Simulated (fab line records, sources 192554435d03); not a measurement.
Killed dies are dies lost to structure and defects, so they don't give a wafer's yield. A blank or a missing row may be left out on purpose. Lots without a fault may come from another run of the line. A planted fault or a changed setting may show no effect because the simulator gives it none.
Problem report in the 8D (eight disciplines) form, filled by code | flow n5_finfet | the parts of the form that need people (team, actions taken, sign-off) are left out

1. THE PROBLEM
cf4_flow_sccm at N5_HKMG_FIN_ETCH_54 reads a mean of 70.08 sccm on 2 wafers of 2 lots; wafers without a fault read 100.00 sccm with a standard deviation of 0.3. That is -99 or more standard deviations from the usual mean.
The step: etches SiARC in CF4, target depth 45.5 nm, time 75.8 s.
First seen on wafer L757.3, day 7 18:23, on rie_diel-04. The record holds 27 wafers of 9 lots with a number at this step. Rule for "out", or "out of limits": more than 4 standard deviations from the usual mean. The other wafers with a number count as sound.

2. WHAT IT IS AND WHAT IT IS NOT
question                    | is                                                                             | is not
which readings at this step | cf4_flow_sccm, etch_rf_on_time_s, showerhead_plenum_p_Torr, throttle_valve_pct | drypump_motor_current_A, oes_product_au, rf_vpp_V
which lots                  | L757, L758                                                                     | L749, L750, L754, L761, L762, L764, L765
which wafers of those lots  | L757.3, L758.3                                                                 | L757.4, L757.5, L758.2, L758.4
read on which tools         | rie_diel-04                                                                    | rie_diel-01, rie_diel-02
when                        | from day 7 18:23                                                               | up to then (11 sound wafers); but 14 sound wafers of L758, L761, L762, L764, L765 came after

3. SUSPECTS, AND WHAT RULES EACH OUT
Counting: a tool at a process step up to the reading stays a suspect if it ran every lot that is out. Sound lots after the first of them don't rule it out here, since some wafers of a struck lot are sound.
- rie_diel-06 at N5_DUMMY_REMOVAL_HM_STRIP_01 (strips SiNx in CH3F/O2, stops on poly-Si, target depth 4 nm, time 6.8 s): kept. It ran every lot that is out, first L757 (day 7 16:52); its last sound lot up to then is L750 (day 5 20:44).
- rie_diel-04 at N5_HKMG_FIN_ETCH_54 (etches SiARC in CF4, target depth 45.5 nm, time 75.8 s): kept. It ran every lot that is out, first L757 (day 7 18:23); its last sound lot up to then is L749 (day 5 20:55). Its own readings are out on those wafers: cf4_flow_sccm, etch_rf_on_time_s, showerhead_plenum_p_Torr, throttle_valve_pct.
- Within rie_diel-04 at N5_HKMG_FIN_ETCH_54: the wafers that are out ran in chamber 0; their sound lot-mates ran in chambers 1, 3.
Left after counting: rie_diel-06 at N5_DUMMY_REMOVAL_HM_STRIP_01, rie_diel-04 at N5_HKMG_FIN_ETCH_54.

4. THE CAUSE (what the simulator had put in)
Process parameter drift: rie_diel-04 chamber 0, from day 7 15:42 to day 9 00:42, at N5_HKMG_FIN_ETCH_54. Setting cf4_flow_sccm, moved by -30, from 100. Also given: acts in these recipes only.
Counting left 2 suspects, and this tool is among them.

5. THE CHAIN OF EFFECTS, in route order
Each row: a reading whose mean over the struck wafers that have a number lies more than 3 standard deviations from the usual. Only readings for which the record gives a usual standard deviation are gone through. hours: the time from each lot's start at the first step in this table that gives one to its start at this step, as a median over the lots. sigmas: the change in usual standard deviations.
hours | step                | reading                  | usual       | on struck wafers | change | sigmas
0     | N5_HKMG_FIN_ETCH_54 | cf4_flow_sccm            | 100.00 sccm | 70.08            | -29.92 | -99 or more
0     | N5_HKMG_FIN_ETCH_54 | etch_rf_on_time_s        | 75.4 s      | 80.1             | +4.7   | +4.6
0     | N5_HKMG_FIN_ETCH_54 | showerhead_plenum_p_Torr | 2.18 Torr   | 1.90             | -0.28  | -5.1
0     | N5_HKMG_FIN_ETCH_54 | throttle_valve_pct       | 15.59 %     | 14.57            | -1.02  | -4.9
The process steps in it:
- N5_HKMG_FIN_ETCH_54: etches SiARC in CF4, target depth 45.5 nm, time 75.8 s.
Later measuring or inspecting steps at which every struck wafer that the step has a row for has a number for every such reading, and none has moved that far: N5_BEOL_M4_RC_MEAS_101.

6. WHAT WOULD HAVE CAUGHT IT SOONER
In this record the first reading out of limits was taken at day 7 18:23, 3 hours after the fault began at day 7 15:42.
